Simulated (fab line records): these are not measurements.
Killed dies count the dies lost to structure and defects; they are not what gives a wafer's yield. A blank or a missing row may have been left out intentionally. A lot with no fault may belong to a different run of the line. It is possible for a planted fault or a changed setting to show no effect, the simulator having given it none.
Split-lot study / flow n5 finfet / route with 1938 steps; 7 lots, 39 wafers read

== ABOUT THE SPLIT ==
At N5_PMOS_HMC_CHANNEL_EPI_FIN_RECESS_16 (chemistry HBr/Cl2, target Si, target depth 54 nm, time 18 s), the setting time s was moved away from the recipe's 18 s on 12 of the 39 wafers read, by -5.2% to +6.0%. This setting was run at the recipe's value on the other wafers.

== FROM THE SPLIT TO THE READING: what the file shows between them, 4 steps ==
- N5_PMOS_HMC_CHANNEL_EPI_PRECLEAN_36: cleans in O3/DIW, time 45 s
- N5_PMOS_HMC_CHANNEL_EPI_PRECLEAN_18: cleans in DHF, time 30 s
- N5_PMOS_HMC_CHANNEL_EPI_SRD_39: time 30 s
- N5_PMOS_HMC_CHANNEL_EPI_CMP_21: polishes SiGe30, target thk 54 nm

== THE READING ==
Values of HMC_CMP_THK in nm from N5_PMOS_HMC_CHANNEL_EPI_THK_MEAS_22. On this fab line, fault-free wafers typically give 54.1 nm with a standard deviation of 0.6 nm.

wafer=L078.1; tool, chamber at the split=rie si-02, 0; time s as run, s=18; against the recipe=recipe; HMC_CMP_THK, nm=53.6; against lot-mates on the recipe=-
wafer=L078.2; tool, chamber at the split=rie si-02, 3; time s as run, s=18.59; against the recipe=+3.3%; HMC_CMP_THK, nm=56.1; against lot-mates on the recipe=+2.4
wafer=L078.3; tool, chamber at the split=rie si-02, 2; time s as run, s=18; against the recipe=recipe; HMC_CMP_THK, nm=54.4; against lot-mates on the recipe=-
wafer=L078.4; tool, chamber at the split=rie si-02, 0; time s as run, s=18; against the recipe=recipe; HMC_CMP_THK, nm=53.2; against lot-mates on the recipe=-
wafer=L078.5; tool, chamber at the split=rie si-02, 3; time s as run, s=18.59; against the recipe=+3.3%; HMC_CMP_THK, nm=56.7; against lot-mates on the recipe=+3.0
wafer=L078.6; tool, chamber at the split=rie si-02, 2; time s as run, s=18.59; against the recipe=+3.3%; HMC_CMP_THK, nm=56.0; against lot-mates on the recipe=+2.3
wafer=L084.1; tool, chamber at the split=rie si-05, 3; time s as run, s=18; against the recipe=recipe; HMC_CMP_THK, nm=54.9; against lot-mates on the recipe=-
wafer=L084.2; tool, chamber at the split=rie si-05, 2; time s as run, s=18; against the recipe=recipe; HMC_CMP_THK, nm=53.5; against lot-mates on the recipe=-
wafer=L084.3; tool, chamber at the split=rie si-05, 0; time s as run, s=18; against the recipe=recipe; HMC_CMP_THK, nm=54.9; against lot-mates on the recipe=-
wafer=L084.4; tool, chamber at the split=rie si-05, 1; time s as run, s=18; against the recipe=recipe; HMC_CMP_THK, nm=54.0; against lot-mates on the recipe=-
wafer=L084.5; tool, chamber at the split=rie si-05, 0; time s as run, s=18; against the recipe=recipe; HMC_CMP_THK, nm=55.4; against lot-mates on the recipe=-
wafer=L084.6; tool, chamber at the split=rie si-05, 3; time s as run, s=18; against the recipe=recipe; HMC_CMP_THK, nm=55.2; against lot-mates on the recipe=-
wafer=L085.1; tool, chamber at the split=rie si-04, 2; time s as run, s=18; against the recipe=recipe; HMC_CMP_THK, nm=53.9; against lot-mates on the recipe=-
wafer=L085.2; tool, chamber at the split=rie si-04, 0; time s as run, s=19.08; against the recipe=+6.0%; HMC_CMP_THK, nm=56.9; against lot-mates on the recipe=+2.6
wafer=L085.3; tool, chamber at the split=rie si-04, 1; time s as run, s=18; against the recipe=recipe; HMC_CMP_THK, nm=55.1; against lot-mates on the recipe=-
wafer=L085.4; tool, chamber at the split=rie si-04, 3; time s as run, s=19.08; against the recipe=+6.0%; HMC_CMP_THK, nm=57.1; against lot-mates on the recipe=+2.8
wafer=L085.5; tool, chamber at the split=rie si-04, 0; time s as run, s=19.08; against the recipe=+6.0%; HMC_CMP_THK, nm=57.2; against lot-mates on the recipe=+2.9
wafer=L085.6; tool, chamber at the split=rie si-04, 3; time s as run, s=18; against the recipe=recipe; HMC_CMP_THK, nm=54.0; against lot-mates on the recipe=-
wafer=L089.1; tool, chamber at the split=rie si-05, 1; time s as run, s=18; against the recipe=recipe; HMC_CMP_THK, nm=54.3; against lot-mates on the recipe=-
wafer=L089.2; tool, chamber at the split=rie si-05, 0; time s as run, s=18; against the recipe=recipe; HMC_CMP_THK, nm=54.3; against lot-mates on the recipe=-
wafer=L089.3; tool, chamber at the split=rie si-05, 3; time s as run, s=18; against the recipe=recipe; HMC_CMP_THK, nm=55.4; against lot-mates on the recipe=-
wafer=L089.4; tool, chamber at the split=rie si-05, 2; time s as run, s=18; against the recipe=recipe; HMC_CMP_THK, nm=53.5; against lot-mates on the recipe=-
wafer=L089.5; tool, chamber at the split=rie si-05, 0; time s as run, s=18; against the recipe=recipe; HMC_CMP_THK, nm=54.4; against lot-mates on the recipe=-
wafer=L089.6; tool, chamber at the split=rie si-05, 3; time s as run, s=18; against the recipe=recipe; HMC_CMP_THK, nm=54.8; against lot-mates on the recipe=-
wafer=L090.1; tool, chamber at the split=rie si-04, 0; time s as run, s=17.2; against the recipe=-4.4%; HMC_CMP_THK, nm=51.3; against lot-mates on the recipe=-2.6
wafer=L090.2; tool, chamber at the split=rie si-04, 1; time s as run, s=17.2; against the recipe=-4.4%; HMC_CMP_THK, nm=52.0; against lot-mates on the recipe=-1.9
wafer=L090.3; tool, chamber at the split=rie si-04, 2; time s as run, s=17.2; against the recipe=-4.4%; HMC_CMP_THK, nm=51.4; against lot-mates on the recipe=-2.5
wafer=L090.4; tool, chamber at the split=rie si-04, 3; time s as run, s=18; against the recipe=recipe; HMC_CMP_THK, nm=54.2; against lot-mates on the recipe=-
wafer=L090.5; tool, chamber at the split=rie si-04, 0; time s as run, s=18; against the recipe=recipe; HMC_CMP_THK, nm=53.5; against lot-mates on the recipe=-
wafer=L090.6; tool, chamber at the split=rie si-04, 3; time s as run, s=18; against the recipe=recipe; HMC_CMP_THK, nm=54.1; against lot-mates on the recipe=-
wafer=L091.1; tool, chamber at the split=rie si-05, 2; time s as run, s=18; against the recipe=recipe; HMC_CMP_THK, nm=53.4; against lot-mates on the recipe=-
wafer=L091.2; tool, chamber at the split=rie si-05, 1; time s as run, s=17.06; against the recipe=-5.2%; HMC_CMP_THK, nm=51.2; against lot-mates on the recipe=-3.0
wafer=L091.3; tool, chamber at the split=rie si-05, 0; time s as run, s=18; against the recipe=recipe; HMC_CMP_THK, nm=54.5; against lot-mates on the recipe=-
wafer=L091.4; tool, chamber at the split=rie si-05, 3; time s as run, s=18; against the recipe=recipe; HMC_CMP_THK, nm=54.7; against lot-mates on the recipe=-
wafer=L091.5; tool, chamber at the split=rie si-05, 2; time s as run, s=17.06; against the recipe=-5.2%; HMC_CMP_THK, nm=50.6; against lot-mates on the recipe=-3.6
wafer=L091.6; tool, chamber at the split=rie si-05, 3; time s as run, s=17.06; against the recipe=-5.2%; HMC_CMP_THK, nm=52.0; against lot-mates on the recipe=-2.2
wafer=L092.1; tool, chamber at the split=rie si-02, 1; time s as run, s=18; against the recipe=recipe; HMC_CMP_THK, nm=53.1; against lot-mates on the recipe=-
wafer=L092.3; tool, chamber at the split=rie si-02, 2; time s as run, s=18; against the recipe=recipe; HMC_CMP_THK, nm=53.9; against lot-mates on the recipe=-
wafer=L092.6; tool, chamber at the split=rie si-02, 0; time s as run, s=18; against the recipe=recipe; HMC_CMP_THK, nm=53.0; against lot-mates on the recipe=-

THE FIT
A straight line over all 39 wafers: HMC_CMP_THK changes by +0.544 nm for each +1% of time s; r = +0.92; the points scatter about the line by 0.64 nm.
The same after taking each lot's own level away (the mean of its wafers on the recipe; 39 wafers): +0.539 nm for each +1%; r = +0.93; scatter 0.58 nm.
The reading moves by 3.2 nm for the largest change in time s, on that fit.
Across the lots, their own levels run from 53.33 to 54.65 nm, a range of 2.2 times the standard deviation given above.
Hence the lot-to-lot level has little effect on the slope; both slopes agree.
Check: for one of the wafers moved furthest among these (+6.0%), held out of the fit, the line's prediction against its lot-mates is +3.37 nm. It came out at +2.57 nm against them.

== THE OTHER SPLITS THESE WAFERS WENT THROUGH ==
Note: prior to the reading, these wafers also went through further splits. Each is held against what the fit with the lots' levels taken away leaves over:
other split on the same wafers=N5_WELL_APT_IMPLANT_31 energy kev; wafers away from the commonest value=12; r with HMC_CMP_THK (lot level and that fit taken away)=+0.07

== THE WHOLE CHAIN: every reading that the file lists as answering this split, in the file's order ==
step=N5_PMOS_HMC_CHANNEL_EPI_FIN_RECESS_16; what it does=chemistry HBr/Cl2, target Si, target depth 54 nm, time 18 s; reading=PMOS_HMC_CHANNEL_EPI.feature depth nm (the simulator's own value, which no gauge read); change (the file's fit)=+0.552 nm for each +1% of the setting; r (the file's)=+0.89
step=N5_PMOS_HMC_CHANNEL_EPI_FIN_RECESS_16; what it does=chemistry HBr/Cl2, target Si, target depth 54 nm, time 18 s; reading=etch.depth nm (the simulator's own value, which no gauge read); change (the file's fit)=+0.552 nm for each +1% of the setting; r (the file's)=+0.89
step=N5_PMOS_HMC_CHANNEL_EPI_THK_MEAS_22; what it does=; reading=HMC_CMP_THK; change (the file's fit)=+0.539 for each +1% of the setting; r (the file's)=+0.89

== FILE'S OWN FIT ==
HMC_CMP_THK changes by +0.539 nm for each +1% of time s, r = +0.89.
